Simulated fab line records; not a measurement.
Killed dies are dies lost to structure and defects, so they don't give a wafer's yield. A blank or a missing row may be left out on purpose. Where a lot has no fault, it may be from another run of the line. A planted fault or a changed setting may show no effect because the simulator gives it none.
Matching of chambers    flow n5-finfet    cvd-co-02 running N5_BEOL_M2_PRE_CLEAN_60: 3 sister chambers
The step time 15 s. 30 wafers are shown with their chamber, then 12 later ones without.

## WAFERS PAIRED WITH THEIR CHAMBERS
wafer   chamber  heater-power-w (W)
L075.2  2        92
L075.4  1        56
L075.5  0        81
L076.1  2        91
L076.2  0        83
L076.3  1        55
L077.1  1        54
L077.2  0        80
L077.4  1        55
L079.2  2        93
L079.3  0        82
L079.5  1        53
L080.2  0        79
L080.3  2        92
L080.6  0        82
L081.1  1        54
L081.3  2        92
L081.6  0        84
L083.3  0        82
L083.4  0        82
L083.6  1        56
L084.1  0        81
L084.5  0        81
L084.6  2        92
L085.1  0        82
L085.4  2        90
L085.6  0        81
L088.1  2        93
L088.2  0        82
L088.4  0        82

SIGNATURES (means of the wafers above)
reading         chamber 0  chamber 1  chamber 2  scatter within a chamber
heater-power-w  81.60      54.71      91.88      1.12
Rule: a wafer's distance from a chamber is the root of the sum, over the readings, of the square of ((its reading less the chamber's mean) divided by the reading's scatter). If the next closest chamber is less than 2 further off than the closest, the wafer can't be placed; otherwise it belongs to the closest. The scatter is the square root of a quotient: the sum, over the shown wafers, of each reading's squared deviation from its chamber's mean, divided by wafers minus chambers.

## WAFERS WITH NO CHAMBER GIVEN
wafer   heater-power-w (W)
L089.1  55
L089.3  82
L089.6  82
L092.1  81
L092.2  92
L092.4  80
L093.1  81
L093.4  82
L093.5  91
L094.4  56
L094.5  92
L094.6  83

## CHAMBER TAKEN BY EACH
wafer   from the rows above  in truth
L089.1  1                    1
L089.3  0                    0
L089.6  0                    0
L092.1  0                    0
L092.2  2                    2
L092.4  0                    0
L093.1  0                    0
L093.4  0                    0
L093.5  2                    2
L094.4  1                    1
L094.5  2                    2
L094.6  0                    0
12 of 12 placed correctly. Left unplaced by these rows: 0. 0 placed wrongly.
